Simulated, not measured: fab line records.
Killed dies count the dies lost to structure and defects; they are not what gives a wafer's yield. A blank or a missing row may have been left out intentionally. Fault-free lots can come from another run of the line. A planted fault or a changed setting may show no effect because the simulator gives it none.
Which tool was responsible? + flow nand harc + 14 lots, 42 wafers sampled, at 2 steps of a route of 1159

WHAT EACH GAUGE READ, for each wafer
NHARC_A_SIN_REMOVE_INSPECT_04.
| lot  | measured     | on                | raw defect count |
|------|--------------|-------------------|------------------|
| L863 | day 14 21:44 | defect inspect-02 | 334 327 342      |
| L866 | day 15 07:05 | defect inspect-02 | 299 217 198      |
| L869 | day 16 11:56 | defect inspect-01 | 303 255 478      |
| L867 | day 16 11:58 | defect inspect-02 | 255 223 223      |
| L872 | day 17 01:28 | defect inspect-02 | 403 391 354      |
| L870 | day 17 04:35 | defect inspect-02 | 335 391 257      |
| L873 | day 17 15:23 | defect inspect-01 | 304 254 317      |
| L875 | day 17 21:35 | defect inspect-01 | 214 284 240      |
| L876 | day 18 01:20 | defect inspect-02 | 347 547 456      |
| L874 | day 18 01:18 | defect inspect-01 | 234 214 296      |
| L884 | day 20 00:14 | defect inspect-02 | 328 308 317      |
| L881 | day 20 00:14 | defect inspect-01 | 277 446 289      |
| L885 | day 20 09:07 | defect inspect-02 | 253 212 230      |
| L886 | day 20 18:54 | defect inspect-01 | 274 195 185      |

TOOL THAT RAN EACH LOT (tool first, then ch and the chambers of the sampled wafers, then the start)
| lot  | NHARC_A_SLIT_STRIP_18                         |
|------|-----------------------------------------------|
| L863 | rie diel-07 ch 1,2, day 14 21:44 or earlier   |
| L866 | rie diel-01 ch 0,2,3, day 15 07:05 or earlier |
| L869 | rie diel-01 ch 1,3, day 16 11:56 or earlier   |
| L867 | rie diel-07 ch 0,1,3, day 16 11:58 or earlier |
| L872 | rie diel-06 ch 1,3, day 17 01:28 or earlier   |
| L870 | rie diel-07 ch 0,2,3, day 17 04:35 or earlier |
| L873 | rie diel-06 ch 0,1, day 17 15:23 or earlier   |
| L875 | rie diel-01 ch 0,3, day 17 21:35 or earlier   |
| L876 | rie diel-06 ch 0,1,2, day 18 01:20 or earlier |
| L874 | rie diel-06 ch 1,3, day 18 01:18 or earlier   |
| L884 | rie diel-06 ch 1,2,3, day 20 00:14 or earlier |
| L881 | rie diel-06 ch 0,1, day 20 00:14 or earlier   |
| L885 | rie diel-01 ch 0,1,3, day 20 09:07 or earlier |
| L886 | rie diel-01 ch 0,1,3, day 20 18:54 or earlier |
- NHARC_A_SLIT_STRIP_18: strips in O2.

WHAT THE TOOLS THEMSELVES READ (means of the sampled wafers that have a number; where no wafer has one, the mark that the record gives instead)
NHARC_A_SLIT_STRIP_18.
| lot  | tool        | chamber pressure mTorr (mTorr) | drypump motor current A (A) | oes product au (a.u.) | rf vpp V (V) | showerhead plenum p Torr (Torr) | throttle valve pct (%) |
|------|-------------|--------------------------------|-----------------------------|-----------------------|--------------|---------------------------------|------------------------|
| L863 | rie diel-07 | 59.99                          | 5.5                         | 1.000                 | 58.1         | 3.58                            | 17.041                 |
| L866 | rie diel-01 | 59.95                          | 5.5                         | 0.996                 | 57.9         | 3.58                            | 17.033                 |
| L869 | rie diel-01 | 60.02                          | 5.6                         | 1.008                 | 57.4         | 3.48                            | 17.035                 |
| L867 | rie diel-07 | 60.01                          | 5.3                         | 1.004                 | 58.0         | 3.60                            | 17.031                 |
| L872 | rie diel-06 | 60.00                          | 6.1                         | 0.993                 | 57.4         | 3.61                            | 17.046                 |
| L870 | rie diel-07 | 59.98                          | 5.3                         | 1.002                 | 57.7         | 3.54                            | 17.039                 |
| L873 | rie diel-06 | 60.03                          | 5.4                         | 1.000                 | 57.0         | 3.50                            | 17.038                 |
| L875 | rie diel-01 | 60.02                          | 5.7                         | 0.993                 | 58.3         | 3.59                            | 17.046                 |
| L876 | rie diel-06 | 59.95                          | 5.3                         | 0.992                 | 57.7         | 3.55                            | 17.045                 |
| L874 | rie diel-06 | 60.00                          | 6.1                         | 0.994                 | 57.9         | 3.61                            | 17.044                 |
| L884 | rie diel-06 | 60.03                          | 5.4                         | 0.995                 | 57.4         | 3.60                            | 17.029                 |
| L881 | rie diel-06 | 59.93                          | 5.8                         | 1.000                 | 59.0         | 3.50                            | 17.033                 |
| L885 | rie diel-01 | 60.00                          | 5.7                         | 0.994                 | 57.6         | 3.53                            | 17.040                 |
| L886 | rie diel-01 | 59.98                          | 5.7                         | 0.994                 | 58.2         | 3.53                            | 17.028                 |

THE ANSWER, worked out from the rows above alone
Rule: the usual values come from the lots themselves. The widest of any qualifying gaps counts: lots, ordered by their means at a reading, are off when they make up no more than a third of the lots, leave a main group of 4 or more, and stand apart from it by 3 or more times the standard deviation of that group's means. A main group is skipped when, at the precision printed for the reading in the tables above, its means are all equal. Also off: a lot with no number at a reading for which 4 or more lots have one. The other lots that the step has rows for count as sound. Order of review: gauges by route order, followed by the tools' own readings, for which a lot's mean as printed above is used. The first step at which some lot is off is used, and at that step the reading that is off furthest; a lot without a number counts as furthest.
Nothing can be told from this: no lot is off at any reading shown.

WHAT THE SIMULATOR HAD INSERTED
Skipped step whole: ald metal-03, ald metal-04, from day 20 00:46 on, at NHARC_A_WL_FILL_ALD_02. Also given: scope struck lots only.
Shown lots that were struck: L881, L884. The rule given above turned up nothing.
